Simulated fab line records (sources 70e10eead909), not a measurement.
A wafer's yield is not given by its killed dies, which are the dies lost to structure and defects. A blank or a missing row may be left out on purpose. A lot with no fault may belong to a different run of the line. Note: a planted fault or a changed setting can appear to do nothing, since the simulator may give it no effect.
Matching of chambers + flow nand harc + NHARC_A_CHANNEL_FILL_D2_ALD_16 on ald hk-01 has 4 sister chambers
The step deposits SiO2, target thk 1.5 nm, pulse time 10 s, ald cycles 15. 8 wafers are shown with their chamber, then 8 later ones without.

WAFERS WITH THEIR CHAMBER
| wafer  | chamber | heater power w (W) | precursor pulse height rel |
|--------|---------|--------------------|----------------------------|
| L074.5 | 3       | 471                | 1.002                      |
| L083.1 | 2       | 437                | 0.970                      |
| L082.1 | 2       | 444                | 1.030                      |
| L082.2 | 1       | 449                | 1.017                      |
| L082.4 | 3       | 464                | 1.010                      |
| L089.4 | 1       | 465                | 1.005                      |
| L089.6 | 0       | 504                | 0.976                      |
| L093.4 | 0       | 489                | 1.005                      |

WAFERS WITHOUT THEIR CHAMBER
| wafer  | heater power w (W) | precursor pulse height rel |
|--------|--------------------|----------------------------|
| L093.5 | 425                | 0.982                      |
| L093.6 | 453                | 0.986                      |
| L094.2 | 434                | 0.977                      |
| L094.5 | 487                | 1.019                      |
| L094.6 | 431                | 1.029                      |
| L097.1 | 480                | 0.963                      |
| L097.3 | 441                | 0.983                      |
| L097.4 | 435                | 1.004                      |

WHICH CHAMBER EACH ONE RAN IN
| wafer  | from the rows above          | in truth |
|--------|------------------------------|----------|
| L093.5 | can't be placed: 2 or 1      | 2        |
| L093.6 | can't be placed: 1 or 2 or 3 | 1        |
| L094.2 | can't be placed: 2 or 1      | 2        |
| L094.5 | can't be placed: 0 or 3 or 1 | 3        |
| L094.6 | can't be placed: 2 or 1      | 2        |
| L097.1 | can't be placed: 0 or 3 or 1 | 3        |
| L097.3 | can't be placed: 2 or 1      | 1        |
| L097.4 | can't be placed: 2 or 1      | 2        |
Correct placement for 0 of the 8. Can't be placed from these rows: 8 (the true chamber is among the candidates in 8). Wrongly placed: 0.
How it was worked out, from the rows above alone: a wafer's distance from a chamber is the root of the sum, over the readings, of the square of ((its reading less the chamber's mean) divided by the reading's scatter). If the next closest chamber is less than 2 further off than the closest, the wafer can't be placed; otherwise it belongs to the closest. A chamber's mean is the mean of its shown wafers. The scatter: take each reading less its chamber's mean, square it, sum over the shown wafers, divide by the number of wafers less the number of chambers, and take the root.
